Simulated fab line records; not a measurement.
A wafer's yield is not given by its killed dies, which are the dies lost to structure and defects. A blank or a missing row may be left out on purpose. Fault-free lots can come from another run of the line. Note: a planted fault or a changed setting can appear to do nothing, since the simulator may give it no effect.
fab line records	flow n5_finfet
[record] lots = 24	wafers = 72	last_day = 18
route steps=1938 shown BEOL_M14@1771 BEOL_M15@1785
lots that met no fault: from a run of the same line without faults
start_h: hours from the record's first day to the start of the lot's first wafer shown	wait_h: hours from the lot's prior step to this one	" unchanged from the row above	L1.1+2: a row that stands for several wafers	- no value, or no start given	* or withheld: withheld	< > ~ a bound
route shown NAME@n: a module of which the file shows steps, and the number in the route of the first	usual: mean/standard deviation taken from wafers without a fault	same: alike in all rows	chamber/n: place in a boat	sites: each site's reading	_std_site: the values' standard deviation	_edge_site: outer sites' mean less inner sites'	radius_mm: for every site, how far away it sits from the centre of the wafer	mask NAME#n: copy n	behind: the most recent tool/chamber to have shaped the wafer	hold: what put the lot on hold/how long, in hours/how the hold closed	device: names the non-switching transistor (n, p or np)	end of line: at the end of the route, the tests of the same wafers	where a step has no rows: the recipe by itself	killed: not the wafer's yield, but the dies lost to structure and defects at the first sort	map: shows each die of a wafer: x if killed, . if not, _ if none is there
set.NAME: setting as actually run; set.NAME@STEP: the setting as run at that earlier step	model.NAME: the simulator's own value behind a step, which no gauge read
a sample of lots followed through the steps of the route, with each step as a table and each wafer as a row
services: a tool's chamber out of use, with start hour (start_h, from the record's first day; less than 0 if before it), hours out, and reason
[[steps]]
[step N5_BEOL_M14_RS_MEAS_54]
[recipe] thk_meas_gauge = four-point-probe	reads = Cu_of_BEOL_M14_ECD_47+Ta_of_BEOL_M14_SPUTTER_44+TaN_of_BEOL_M14_SPUTTER_43
[usual] M14_RS = 0.0333/0.00058
lot.wafer	tool	chamber	start_h	wait_h	M14_RS[ohm/sq]
L074.3	film_metro-02	-	247.20	0.1	0.0341
L074.4	"	-	"	"	0.0333
L074.5	"	-	"	"	0.0341
L075.1	film_metro-01	-	272.88	0.0	0.0331
L075.3	"	-	"	"	0.0336
L075.6	"	-	"	"	0.0334
L076.1	film_metro-01	-	273.12	0.0	0.0327
L076.3	"	-	"	"	0.0336
L076.4	"	-	"	"	0.0328
L079.1	film_metro-02	-	275.57	0.0	0.0338
L079.4	"	-	"	"	0.0339
L079.6	"	-	"	"	0.0339
L077.1	film_metro-01	-	280.33	0.0	0.0340
L077.3	"	-	"	"	0.0332
L077.6	"	-	"	"	0.0335
L078.1	film_metro-02	-	284.32	0.0	0.0323
L078.4	"	-	"	"	0.0320
L078.5	"	-	"	"	0.0333
L080.1	film_metro-02	-	289.14	0.0	0.0335
L080.3	"	-	"	"	0.0342
L080.5	"	-	"	"	0.0328
L081.1	film_metro-01	-	300.07	0.0	0.0334
L081.2	"	-	"	"	0.0324
L081.5	"	-	"	"	0.0336
L082.1	film_metro-02	-	306.69	0.0	0.0335
L082.5	"	-	"	"	0.0336
L082.6	"	-	"	"	0.0335
L083.4	film_metro-01	-	312.44	0.0	0.0339
L083.5	"	-	"	"	0.0327
L083.6	"	-	"	"	0.0338
L084.2	film_metro-01	-	322.95	0.1	0.0331
L084.4	"	-	"	"	0.0338
L084.5	"	-	"	"	0.0337
L086.1	film_metro-01	-	326.77	0.0	0.0341
L086.2	"	-	"	"	0.0338
L086.3	"	-	"	"	0.0324
L085.2	film_metro-01	-	335.02	0.1	0.0337
L085.4	"	-	"	"	0.0328
L085.6	"	-	"	"	0.0338
L088.1	film_metro-01	-	335.15	0.0	0.0322
L088.4	"	-	"	"	0.0324
L088.6	"	-	"	"	0.0323
L087.1	film_metro-01	-	339.03	0.0	0.0341
L087.2	"	-	"	"	0.0343
L087.6	"	-	"	"	0.0329
L090.3	film_metro-01	-	352.09	0.1	0.0340
L090.4	"	-	"	"	0.0327
L090.5	"	-	"	"	0.0326
L089.2	film_metro-02	-	359.92	0.1	0.0333
L089.3	"	-	"	"	0.0335
L089.5	"	-	"	"	0.0334
L092.2	film_metro-01	-	362.39	0.1	0.0340
L092.3	"	-	"	"	0.0333
L092.5	"	-	"	"	0.0341
L091.2	film_metro-01	-	364.89	0.1	0.0327
L091.4	"	-	"	"	0.0336
L091.6	"	-	"	"	0.0339
L093.1	film_metro-01	-	370.65	0.0	0.0338
L093.4	"	-	"	"	0.0333
L093.6	"	-	"	"	0.0342
L094.1	film_metro-02	-	380.26	0.0	0.0332
L094.3	"	-	"	"	0.0333
L094.4	"	-	"	"	0.0330
L096.3	film_metro-01	-	394.66	0.1	0.0329
L096.4	"	-	"	"	0.0335
L096.5	"	-	"	"	0.0325
L095.2	film_metro-02	-	395.91	0.1	0.0329
L095.3	"	-	"	"	0.0334
L095.4	"	-	"	"	0.0326
L097.2	film_metro-01	-	398.75	0.1	0.0336
L097.3	"	-	"	"	0.0327
L097.4	"	-	"	"	0.0326
[step N5_BEOL_M14_INSPECT_55]
[recipe] inspect_instrument = darkfield	mode = post_dep
[usual] raw_defect_count = 65/24
lot.wafer	tool	chamber	start_h	wait_h	raw_defect_count
L074.3	defect_inspect-02	-	247.22	0.0	25
L074.4	"	-	"	"	51
L074.5	"	-	"	"	43
L075.1	defect_inspect-02	-	272.90	0.0	67
L075.3	"	-	"	"	32
L075.6	"	-	"	"	67
L076.1	defect_inspect-01	-	273.14	0.0	89
L076.3	"	-	"	"	78
L076.4	"	-	"	"	85
L079.1	defect_inspect-02	-	275.59	0.0	30
L079.4	"	-	"	"	34
L079.6	"	-	"	"	49
L077.1	defect_inspect-01	-	280.35	0.0	76
L077.3	"	-	"	"	71
L077.6	"	-	"	"	69
L078.1	defect_inspect-01	-	284.35	0.0	66
L078.4	"	-	"	"	84
L078.5	"	-	"	"	59
L080.1	defect_inspect-02	-	289.17	0.0	34
L080.3	"	-	"	"	56
L080.5	"	-	"	"	37
L081.1	defect_inspect-02	-	300.10	0.0	66
L081.2	"	-	"	"	126
L081.5	"	-	"	"	67
L082.1	defect_inspect-01	-	306.72	0.0	74
L082.5	"	-	"	"	65
L082.6	"	-	"	"	80
L083.4	defect_inspect-01	-	312.46	0.0	52
L083.5	"	-	"	"	45
L083.6	"	-	"	"	61
L084.2	defect_inspect-02	-	322.97	0.0	72
L084.4	"	-	"	"	87
L084.5	"	-	"	"	57
L086.1	defect_inspect-01	-	326.80	0.0	57
L086.2	"	-	"	"	53
L086.3	"	-	"	"	112
L085.2	defect_inspect-01	-	335.04	0.0	64
L085.4	"	-	"	"	70
L085.6	"	-	"	"	41
L088.1	defect_inspect-02	-	335.17	0.0	36
L088.4	"	-	"	"	57
L088.6	"	-	"	"	42
L087.1	defect_inspect-02	-	339.06	0.0	67
L087.2	"	-	"	"	66
L087.6	"	-	"	"	32
L090.3	defect_inspect-02	-	352.12	0.0	66
L090.4	"	-	"	"	68
L090.5	"	-	"	"	63
L089.2	defect_inspect-02	-	359.95	0.0	52
L089.3	"	-	"	"	90
L089.5	"	-	"	"	68
L092.2	defect_inspect-01	-	362.41	0.0	124
L092.3	"	-	"	"	57
L092.5	"	-	"	"	78
L091.2	defect_inspect-01	-	364.92	0.0	83
L091.4	"	-	"	"	69
L091.6	"	-	"	"	78
L093.1	defect_inspect-02	-	370.68	0.0	74
L093.4	"	-	"	"	28
L093.6	"	-	"	"	55
L094.1	defect_inspect-02	-	380.28	0.0	27
L094.3	"	-	"	"	31
L094.4	"	-	"	"	21
L096.3	defect_inspect-02	-	394.69	0.0	94
L096.4	"	-	"	"	88
L096.5	"	-	"	"	84
L095.2	defect_inspect-02	-	395.93	0.0	88
L095.3	"	-	"	"	76
L095.4	"	-	"	"	56
L097.2	defect_inspect-01	-	398.78	0.0	68
L097.3	"	-	"	"	79
L097.4	"	-	"	"	74
[step N5_BEOL_M15_INSPECT_12]
[recipe] mode = adi	inspect_instrument = macro
[usual] raw_defect_count = 2.0/1.4
lot.wafer	tool	chamber	start_h	wait_h	raw_defect_count
L074.3	defect_inspect-01	-	247.87	0.0	5
L074.4	"	-	"	"	2
L074.5	"	-	"	"	1
L075.1	defect_inspect-01	-	273.67	0.0	1
L075.3	"	-	"	"	3
L075.6	"	-	"	"	3
L076.1	defect_inspect-01	-	273.91	0.0	3
L076.3	"	-	"	"	4
L076.4	"	-	"	"	2
L079.1	defect_inspect-01	-	276.38	0.0	2
L079.4	"	-	"	"	1
L079.6	"	-	"	"	0
L077.1	defect_inspect-01	-	281.12	0.0	3
L077.3	"	-	"	"	1
L077.6	"	-	"	"	2
L078.1	defect_inspect-01	-	284.99	0.0	1
L078.4	"	-	"	"	5
L078.5	"	-	"	"	3
L080.1	defect_inspect-01	-	289.81	0.0	1
L080.3	"	-	"	"	1
L080.5	"	-	"	"	1
L081.1	defect_inspect-01	-	300.87	0.0	3
L081.2	"	-	"	"	4
L081.5	"	-	"	"	1
L082.1	defect_inspect-02	-	307.36	0.0	1
L082.5	"	-	"	"	0
L082.6	"	-	"	"	1
L083.4	defect_inspect-02	-	313.11	0.0	0
L083.5	"	-	"	"	3
L083.6	"	-	"	"	0
L084.2	defect_inspect-01	-	323.62	0.0	4
L084.4	"	-	"	"	2
L084.5	"	-	"	"	2
L086.1	defect_inspect-01	-	327.44	0.0	3
L086.2	"	-	"	"	0
L086.3	"	-	"	"	3
L085.2	defect_inspect-01	-	335.69	0.0	1
L085.4	"	-	"	"	2
L085.6	"	-	"	"	3
L088.1	defect_inspect-02	-	335.82	0.0	0
L088.4	"	-	"	"	1
L088.6	"	-	"	"	2
L087.1	defect_inspect-02	-	340.07	0.3	1
L087.2	"	-	"	"	3
L087.6	"	-	"	"	1
L090.3	defect_inspect-02	-	352.89	0.0	4
L090.4	"	-	"	"	1
L090.5	"	-	"	"	1
L089.2	defect_inspect-02	-	360.72	0.0	1
L089.3	"	-	"	"	1
L089.5	"	-	"	"	4
L092.2	defect_inspect-02	-	363.18	0.0	1
L092.3	"	-	"	"	3
L092.5	"	-	"	"	2
L091.2	defect_inspect-01	-	365.69	0.0	3
L091.4	"	-	"	"	1
L091.6	"	-	"	"	4
L093.1	defect_inspect-02	-	371.45	0.0	3
L093.4	"	-	"	"	0
L093.6	"	-	"	"	1
L094.1	defect_inspect-01	-	380.93	0.0	5
L094.3	"	-	"	"	0
L094.4	"	-	"	"	5
L096.3	defect_inspect-01	-	395.44	0.0	3
L096.4	"	-	"	"	2
L096.5	"	-	"	"	0
L095.2	defect_inspect-02	-	396.58	0.0	3
L095.3	"	-	"	"	1
L095.4	"	-	"	"	5
L097.2	defect_inspect-01	-	399.66	0.0	3
L097.3	"	-	"	"	1
L097.4	"	-	"	"	3
[step N5_BEOL_M15_DESCUM_15]
[recipe] chemistry = O2	time_s = 7.9	source_power_w = 50	bias_power_w = 20	pressure_mtorr = 20	rf_frequency_hz = 2.712e+07	temp_c = 40	o2_flow_sccm = 225
[usual] drypump_motor_current_A = 5.8/0.59	o2_flow_sccm = 225.0/0.67	oes_product_au = 0.82/0.094	rf_vpp_V = 243.5/1.4	showerhead_plenum_p_Torr = 2.12/0.079	throttle_valve_pct = 20.36/0.18
lot.wafer	tool	chamber	start_h	wait_h	drypump_motor_current_A	o2_flow_sccm	oes_product_au	rf_hours_counter_h	rf_vpp_V	showerhead_plenum_p_Torr	throttle_valve_pct
L074.3	rie_diel-01	3	248.15	0.3	6.2	225.3	0.76	129	242.2	2.01	20.22
L074.4	"	0	"	"	5.8	224.5	0.89	44	243.5	2.22	20.19
L074.5	"	1	"	"	4.7	225.5	0.92	-	244.8	2.13	20.37
L075.1	rie_diel-04	1	273.71	0.0	5.4	224.6	0.89	35	243.2	2.12	20.33
L075.3	"	0	"	"	5.4	223.0	0.73	188	244.6	2.16	20.59
L075.6	"	0	"	"	5.4	224.9	0.73	-	243.4	2.16	20.59
L076.1	rie_diel-01	0	273.95	0.0	5.9	224.4	0.88	52	245.0	2.21	20.18
L076.3	"	1	"	"	4.7	225.4	0.89	26	243.6	2.13	20.37
L076.4	"	3	"	"	6.2	224.6	0.75	137	242.7	2.00	20.24
L079.1	rie_diel-03	1	276.41	0.0	6.1	225.1	0.71	172	244.7	2.18	20.61
L079.4	"	2	"	"	5.5	224.4	0.71	217	242.2	2.06	20.54
L079.6	"	2	"	"	5.5	225.3	0.71	-	242.8	2.06	20.55
L077.1	rie_diel-03	2	281.16	0.0	5.5	225.1	0.71	219	244.1	2.06	20.55
L077.3	"	3	"	"	6.4	223.9	0.85	44	246.3	2.23	20.15
L077.6	"	1	"	"	6.1	226.2	0.71	-	244.5	2.18	20.63
L078.1	rie_diel-04	0	285.03	0.0	5.4	225.2	0.74	192	243.1	2.16	20.60
L078.4	"	2	"	"	6.2	226.2	0.97	6	242.0	2.06	20.28
L078.5	"	0	"	"	5.4	225.7	0.73	-	247.3	2.16	20.60
L080.1	rie_diel-01	2	289.96	0.1	6.6	225.3	0.90	25	241.8	2.05	20.51
L080.3	"	0	"	"	5.9	225.1	0.86	57	244.6	2.21	20.20
L080.5	"	2	"	"	6.6	225.0	0.89	-	241.7	2.05	20.50
L081.1	rie_diel-04	1	300.90	0.0	5.4	225.7	0.88	44	243.0	2.12	20.34
L081.2	"	2	"	"	6.1	224.7	0.95	12	243.6	2.06	20.27
L081.5	"	1	"	"	5.4	225.9	0.87	-	244.1	2.12	20.32
L082.1	rie_diel-03	3	307.40	0.0	6.4	224.9	0.85	53	245.7	2.22	20.19
L082.5	"	3	"	"	6.4	223.8	0.84	-	244.2	2.22	20.20
L082.6	"	1	"	"	6.1	223.9	0.70	-	243.8	2.18	20.62
L083.4	rie_diel-01	3	313.25	0.1	6.2	225.5	0.74	146	240.5	2.00	20.27
L083.5	"	2	"	"	6.6	224.3	0.87	-	244.5	2.05	20.49
L083.6	"	3	"	"	6.2	224.8	0.75	-	242.0	2.00	20.27
L084.2	rie_diel-01	2	323.81	0.2	6.6	225.0	0.88	35	242.5	2.05	20.52
L084.4	"	1	"	"	4.7	225.7	0.88	42	244.2	2.12	20.39
L084.5	"	1	"	"	4.7	225.5	0.88	-	244.1	2.12	20.39
L086.1	rie_diel-04	1	327.48	0.0	5.4	224.7	0.84	55	241.5	2.12	20.34
L086.2	"	3	"	"	6.7	224.4	0.97	2	244.2	2.23	19.93
L086.3	"	0	"	"	5.3	225.4	0.72	208	243.7	2.15	20.60
L085.2	rie_diel-04	2	335.72	0.0	6.1	224.6	0.92	25	244.2	2.05	20.30
L085.4	"	3	"	"	6.8	225.5	0.96	5	245.4	2.23	19.96
L085.6	"	2	"	"	6.1	225.1	0.92	-	242.1	2.05	20.31
L088.1	rie_diel-03	3	335.86	0.0	6.4	224.9	0.83	63	245.6	2.22	20.17
L088.4	"	2	"	"	5.5	225.1	0.69	237	243.1	2.06	20.58
L088.6	"	1	"	"	6.1	224.2	0.70	-	243.2	2.18	20.64
L087.1	rie_diel-04	2	340.17	0.1	6.1	224.3	0.92	27	241.7	2.05	20.30
L087.2	"	0	"	"	5.3	225.9	0.73	212	243.8	2.15	20.62
L087.6	"	2	"	"	6.1	223.8	0.91	-	241.7	2.05	20.30
L090.3	rie_diel-04	2	352.92	0.0	6.1	224.5	0.91	31	242.3	2.05	20.30
L090.4	"	1	"	"	5.4	225.8	0.85	64	244.1	2.11	20.36
L090.5	"	1	"	"	5.4	226.0	0.86	-	243.3	2.11	20.37
L089.2	rie_diel-04	3	360.75	0.0	6.7	223.9	0.93	12	244.7	2.23	19.96
L089.3	"	2	"	"	6.1	223.7	0.91	33	241.2	2.05	20.30
L089.5	"	1	"	"	5.4	224.8	0.84	-	243.9	2.11	20.37
L092.2	rie_diel-04	0	363.29	0.1	5.4	224.2	0.72	219	243.8	2.15	20.64
L092.3	"	1	"	"	5.4	226.1	0.85	66	244.9	2.11	20.37
L092.5	"	0	"	"	5.4	225.0	0.72	-	244.3	2.15	20.64
L091.2	rie_diel-01	0	365.72	0.0	5.9	226.2	0.85	78	245.5	2.20	20.22
L091.4	"	3	"	"	6.2	224.4	0.74	162	240.9	2.00	20.27
L091.6	"	0	"	"	5.8	225.1	0.85	-	244.1	2.20	20.23
L093.1	rie_diel-01	2	371.49	0.0	6.5	224.7	0.85	50	242.8	2.05	20.54
L093.4	"	1	"	"	4.7	224.8	0.85	56	243.4	2.12	20.40
L093.6	"	0	"	"	5.9	224.5	0.85	-	246.2	2.20	20.25
L094.1	rie_diel-03	0	380.96	0.0	5.1	225.6	0.69	223	242.2	1.99	20.36
L094.3	"	3	"	"	6.4	224.2	0.80	79	244.1	2.22	20.21
L094.4	"	1	"	"	6.1	225.7	0.68	-	244.1	2.17	20.66
L096.3	rie_diel-03	0	395.47	0.0	5.1	224.9	0.69	229	242.2	1.99	20.38
L096.4	"	1	"	"	6.1	226.4	0.68	213	243.3	2.17	20.66
L096.5	"	0	"	"	5.1	224.5	0.69	-	241.8	1.99	20.38
L095.2	rie_diel-03	1	396.65	0.1	6.1	223.6	0.69	213	244.3	2.17	20.69
L095.3	"	0	"	"	5.1	224.1	0.69	230	241.4	1.99	20.39
L095.4	"	3	"	"	6.4	224.7	0.80	85	245.3	2.21	20.22
L097.2	rie_diel-04	1	399.69	0.0	5.4	225.7	0.84	77	243.1	2.11	20.39
L097.3	"	0	"	"	5.4	225.1	0.73	230	245.3	2.15	20.64
L097.4	"	3	"	"	6.8	224.8	0.90	24	244.6	2.22	19.98
[step N5_BEOL_M15_VIA_ETCH_16]
[recipe] chemistry = C4F8/O2/Ar	target = SiO2	he_inner_torr = 15	he_outer_torr = 30	target_depth_a = 17922	time_s = withheld	ion_energy_ev = 800	pressure_mtorr = 20	source_w = 1905	bias_w = 2040	Ar_flow_sccm = 400	C4F8_flow_sccm = 16	O2_flow_sccm = 12	ends = cleared
[usual] drypump_motor_current_A = 5.8/0.59	oes_product_au = 0.74/0.085	rf_vpp_V = 2224/20	showerhead_plenum_p_Torr = 3.48/0.12	throttle_valve_pct = 30.84/0.23
lot.wafer	tool	chamber	start_h	wait_h	drypump_motor_current_A	oes_product_au	rf_vpp_V	showerhead_plenum_p_Torr	throttle_valve_pct
L074.3	rie_diel-01	3	248.24	0.0	6.2	0.69	2253	3.31	30.69
L074.4	"	0	"	"	5.9	0.81	2199	3.62	30.57
L074.5	"	1	"	"	4.7	0.83	2232	3.52	31.00
L075.1	rie_diel-04	1	273.79	0.0	5.4	0.80	2234	3.51	31.06
L075.3	"	0	"	"	5.4	0.67	2206	3.56	31.15
L075.6	"	0	"	"	5.4	0.67	2206	3.56	31.16
L076.1	rie_diel-01	0	274.03	0.0	5.9	0.79	2197	3.62	30.60
L076.3	"	1	"	"	4.7	0.82	2233	3.51	31.02
L076.4	"	3	"	"	6.2	0.69	2254	3.31	30.69
L079.1	rie_diel-03	1	276.50	0.0	6.1	0.64	2256	3.55	30.85
L079.4	"	2	"	"	5.5	0.64	2219	3.41	31.10
L079.6	"	2	"	"	5.5	0.64	2216	3.41	31.11
L077.1	rie_diel-03	2	281.24	0.0	5.5	0.63	2216	3.41	31.11
L077.3	"	3	"	"	6.4	0.77	2256	3.64	30.60
L077.6	"	1	"	"	6.1	0.64	2255	3.55	30.85
L078.1	rie_diel-04	0	285.11	0.0	5.4	0.67	2205	3.56	31.16
L078.4	"	2	"	"	6.1	0.88	2216	3.38	30.76
L078.5	"	0	"	"	5.4	0.68	2207	3.56	31.16
L080.1	rie_diel-01	2	290.05	0.0	6.6	0.82	2217	3.37	31.02
L080.3	"	0	"	"	5.9	0.79	2198	3.61	30.60
L080.5	"	2	"	"	6.6	0.81	2219	3.37	31.01
L081.1	rie_diel-04	1	300.99	0.0	5.4	0.79	2233	3.51	31.07
L081.2	"	2	"	"	6.1	0.85	2217	3.38	30.73
L081.5	"	1	"	"	5.4	0.79	2233	3.51	31.05
L082.1	rie_diel-03	3	307.48	0.0	6.5	0.76	2256	3.63	30.61
L082.5	"	3	"	"	6.4	0.76	2254	3.63	30.61
L082.6	"	1	"	"	6.1	0.64	2255	3.55	30.88
L083.4	rie_diel-01	3	313.34	0.0	6.2	0.68	2253	3.31	30.70
L083.5	"	2	"	"	6.6	0.81	2217	3.37	31.02
L083.6	"	3	"	"	6.2	0.68	2252	3.31	30.67
L084.2	rie_diel-01	2	323.90	0.0	6.6	0.80	2220	3.37	31.01
L084.4	"	1	"	"	4.7	0.80	2231	3.50	31.02
L084.5	"	1	"	"	4.7	0.79	2234	3.50	31.04
L086.1	rie_diel-04	1	327.57	0.0	5.4	0.78	2232	3.50	31.07
L086.2	"	3	"	"	6.8	0.89	2231	3.65	30.36
L086.3	"	0	"	"	5.4	0.67	2205	3.55	31.16
L085.2	rie_diel-04	2	335.81	0.0	6.1	0.84	2215	3.37	30.77
L085.4	"	3	"	"	6.8	0.88	2233	3.65	30.36
L085.6	"	2	"	"	6.1	0.83	2214	3.37	30.77
L088.1	rie_diel-03	3	335.95	0.0	6.4	0.76	2255	3.63	30.63
L088.4	"	2	"	"	5.5	0.63	2217	3.40	31.13
L088.6	"	1	"	"	6.1	0.64	2254	3.54	30.88
L087.1	rie_diel-04	2	340.25	0.0	6.1	0.83	2216	3.37	30.76
L087.2	"	0	"	"	5.4	0.65	2205	3.55	31.17
L087.6	"	2	"	"	6.1	0.83	2217	3.37	30.77
L090.3	rie_diel-04	2	353.00	0.0	6.1	0.82	2215	3.37	30.76
L090.4	"	1	"	"	5.4	0.77	2232	3.50	31.08
L090.5	"	1	"	"	5.4	0.77	2233	3.50	31.08
L089.2	rie_diel-04	3	360.84	0.0	6.7	0.84	2232	3.64	30.36
L089.3	"	2	"	"	6.1	0.81	2217	3.37	30.76
L089.5	"	1	"	"	5.4	0.76	2233	3.50	31.07
L092.2	rie_diel-04	0	363.38	0.0	5.4	0.64	2204	3.54	31.17
L092.3	"	1	"	"	5.4	0.76	2233	3.50	31.05
L092.5	"	0	"	"	5.4	0.64	2203	3.54	31.18
L091.2	rie_diel-01	0	365.81	0.0	5.8	0.77	2196	3.60	30.62
L091.4	"	3	"	"	6.2	0.66	2251	3.30	30.72
L091.6	"	0	"	"	5.8	0.77	2197	3.60	30.62
L093.1	rie_diel-01	2	371.57	0.0	6.6	0.77	2218	3.36	31.04
L093.4	"	1	"	"	4.7	0.77	2232	3.50	31.04
L093.6	"	0	"	"	5.9	0.76	2195	3.60	30.63
L094.1	rie_diel-03	0	381.05	0.0	5.1	0.63	2195	3.27	30.71
L094.3	"	3	"	"	6.4	0.74	2255	3.62	30.64
L094.4	"	1	"	"	6.1	0.62	2253	3.53	30.90
L096.3	rie_diel-03	0	395.56	0.0	5.1	0.62	2196	3.27	30.69
L096.4	"	1	"	"	6.1	0.61	2254	3.53	30.88
L096.5	"	0	"	"	5.1	0.62	2195	3.27	30.69
L095.2	rie_diel-03	1	396.74	0.0	6.1	0.62	2254	3.53	30.89
L095.3	"	0	"	"	5.2	0.61	2195	3.27	30.67
L095.4	"	3	"	"	6.4	0.72	2253	3.61	30.65
L097.2	rie_diel-04	1	399.78	0.0	5.4	0.75	2231	3.49	31.09
L097.3	"	0	"	"	5.4	0.64	2203	3.54	31.20
L097.4	"	3	"	"	6.8	0.82	2230	3.64	30.38
[step N5_BEOL_M15_CD_MEAS_17]
[recipe] target_cd_nm = 360	polarity = opening
[usual] cd_nm = 361.1/1.3
lot.wafer	tool	chamber	start_h	wait_h	cd_nm
L074.3	cd_sem-01	-	248.66	0.0	362.0
L074.4	"	-	"	"	364.9
L074.5	"	-	"	"	361.7
L075.1	cd_sem-02	-	274.21	0.0	361.5
L075.3	"	-	"	"	360.0
L075.6	"	-	"	"	358.3
L076.1	cd_sem-03	-	274.44	0.0	359.7
L076.3	"	-	"	"	360.7
L076.4	"	-	"	"	359.9
L079.1	cd_sem-02	-	276.91	0.0	361.8
L079.4	"	-	"	"	361.7
L079.6	"	-	"	"	362.0
L077.1	cd_sem-03	-	281.65	0.0	361.7
L077.3	"	-	"	"	361.8
L077.6	"	-	"	"	361.5
L078.1	cd_sem-03	-	285.53	0.0	359.8
L078.4	"	-	"	"	362.2
L078.5	"	-	"	"	362.6
L080.1	cd_sem-03	-	290.47	0.0	359.6
L080.3	"	-	"	"	361.0
L080.5	"	-	"	"	362.7
L081.1	cd_sem-01	-	301.40	0.0	360.9
L081.2	"	-	"	"	362.3
L081.5	"	-	"	"	362.7
L082.1	cd_sem-02	-	307.90	0.0	361.6
L082.5	"	-	"	"	361.4
L082.6	"	-	"	"	362.6
L083.4	cd_sem-01	-	313.76	0.0	363.1
L083.5	"	-	"	"	362.4
L083.6	"	-	"	"	361.1
L084.2	cd_sem-02	-	324.31	0.0	360.3
L084.4	"	-	"	"	361.6
L084.5	"	-	"	"	360.0
L086.1	cd_sem-01	-	327.98	0.0	360.7
L086.2	"	-	"	"	361.4
L086.3	"	-	"	"	361.3
L085.2	cd_sem-01	-	336.22	0.0	363.1
L085.4	"	-	"	"	359.7
L085.6	"	-	"	"	362.7
L088.1	cd_sem-02	-	336.36	0.0	360.2
L088.4	"	-	"	"	358.2
L088.6	"	-	"	"	358.2
L087.1	cd_sem-01	-	340.66	0.0	360.8
L087.2	"	-	"	"	360.1
L087.6	"	-	"	"	359.3
L090.3	cd_sem-01	-	353.42	0.0	360.6
L090.4	"	-	"	"	360.2
L090.5	"	-	"	"	360.6
L089.2	cd_sem-03	-	361.25	0.0	361.4
L089.3	"	-	"	"	364.0
L089.5	"	-	"	"	360.4
L092.2	cd_sem-02	-	363.79	0.0	361.4
L092.3	"	-	"	"	361.0
L092.5	"	-	"	"	360.2
L091.2	cd_sem-01	-	366.22	0.0	359.2
L091.4	"	-	"	"	361.5
L091.6	"	-	"	"	360.0
L093.1	cd_sem-03	-	371.98	0.0	362.7
L093.4	"	-	"	"	361.0
L093.6	"	-	"	"	361.9
L094.1	cd_sem-03	-	381.46	0.0	361.7
L094.3	"	-	"	"	361.1
L094.4	"	-	"	"	360.3
L096.3	cd_sem-02	-	395.97	0.0	363.2
L096.4	"	-	"	"	359.4
L096.5	"	-	"	"	362.4
L095.2	cd_sem-01	-	397.15	0.0	359.6
L095.3	"	-	"	"	361.4
L095.4	"	-	"	"	359.9
L097.2	cd_sem-01	-	400.19	0.0	359.9
L097.3	"	-	"	"	359.4
L097.4	"	-	"	"	360.1
[[services]]
tool	chamber	start_h	hours	kind
rie_diel-01	-	229.97	2.8	pm
rie_diel-04	1	239.23	6.4	repair
rie_diel-04	2	247.20	-	clean
rie_diel-04	2	247.20	-	consumable_replace:focus_ring
rie_diel-04	2	247.20	17.3	scheduled_down
rie_diel-04	2	247.20	17.3	vent_cycle
rie_diel-01	3	284.47	7.4	repair
rie_diel-04	3	295.36	-	clean
rie_diel-04	3	295.36	-	consumable_replace:focus_ring
rie_diel-04	3	295.36	-	consumable_replace:showerhead
rie_diel-04	3	295.36	27.3	scheduled_down
rie_diel-04	3	295.36	27.3	vent_cycle
rie_diel-03	2	372.84	-	clean
rie_diel-03	2	372.84	-	consumable_replace:focus_ring
rie_diel-03	2	372.84	14.8	scheduled_down
rie_diel-03	2	372.84	14.8	vent_cycle
[[key]]
fault none
